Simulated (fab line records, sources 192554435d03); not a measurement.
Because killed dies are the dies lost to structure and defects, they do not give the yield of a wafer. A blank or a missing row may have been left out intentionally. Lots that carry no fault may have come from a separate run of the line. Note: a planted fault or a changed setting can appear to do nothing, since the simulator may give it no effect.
Chamber matching    flow n5_finfet    N5_FIN_SAQP_HM_OPEN_73 on rie_diel-01 has 4 sister chambers
The step chemistry CHF3/O2, target SiO2, stops on a-Si, target depth 12 nm, time 16.8 s. 20 wafers are shown with their chamber, then 10 later ones without.

WAFERS, EACH WITH ITS CHAMBER
wafer   chamber  showerhead_plenum_p_Torr (Torr)  throttle_valve_pct (%)  rf_vpp_V (V)
L074.3  3        2.51                             18.48                   517
L074.4  0        2.48                             18.81                   510
L074.5  0        2.48                             18.82                   509
L077.4  2        2.47                             18.47                   514
L077.5  0        2.48                             18.83                   510
L077.6  3        2.50                             18.50                   517
L080.2  2        2.47                             18.48                   514
L080.5  3        2.50                             18.48                   515
L080.6  2        2.47                             18.48                   515
L085.2  1        2.33                             19.07                   503
L085.4  0        2.47                             18.85                   511
L085.5  2        2.46                             18.51                   518
L089.4  0        2.47                             18.86                   510
L089.5  2        2.46                             18.52                   516
L089.6  1        2.33                             19.08                   504
L090.2  1        2.33                             19.08                   502
L090.3  2        2.46                             18.53                   515
L090.6  2        2.46                             18.53                   514
L091.1  3        2.49                             18.54                   515
L091.3  0        2.47                             18.89                   509

SIGNATURES (averages over the wafers above)
reading                   chamber 0  chamber 1  chamber 2  chamber 3  scatter within a chamber
showerhead_plenum_p_Torr  2.4750     2.3300     2.4643     2.5000     0.00571
throttle_valve_pct        18.8433    19.0767    18.5029    18.5000    0.0259
rf_vpp_V                  509.83     503.00     515.14     516.00     1.16
Rule: distance of a wafer from a chamber = root of the sum over the readings of ((wafer's reading minus chamber's mean) / reading's scatter) squared. If the next closest chamber is less than 2 further off than the closest, the wafer can't be placed; otherwise it belongs to the closest. The scatter is the square root of a quotient: the sum, over the shown wafers, of each reading's squared deviation from its chamber's mean, divided by wafers minus chambers.

WAFERS WITHOUT THEIR CHAMBER
wafer   showerhead_plenum_p_Torr (Torr)  throttle_valve_pct (%)  rf_vpp_V (V)
L091.6  2.33                             19.08                   504
L092.1  2.47                             18.87                   510
L092.4  2.33                             19.09                   504
L092.5  2.46                             18.54                   513
L093.2  2.45                             18.53                   514
L093.3  2.33                             19.08                   503
L093.6  2.47                             18.88                   510
L097.2  2.45                             18.56                   516
L097.3  2.46                             18.90                   508
L097.5  2.46                             18.91                   509

WHICH CHAMBER EACH WENT THROUGH
wafer   from the rows above  in truth
L091.6  1                    1
L092.1  0                    0
L092.4  1                    1
L092.5  2                    2
L093.2  2                    2
L093.3  1                    1
L093.6  0                    0
L097.2  2                    2
L097.3  0                    0
L097.5  0                    0
Correct placement for 10 of the 10. Not placeable from these rows: 0. Wrongly placed: 0.
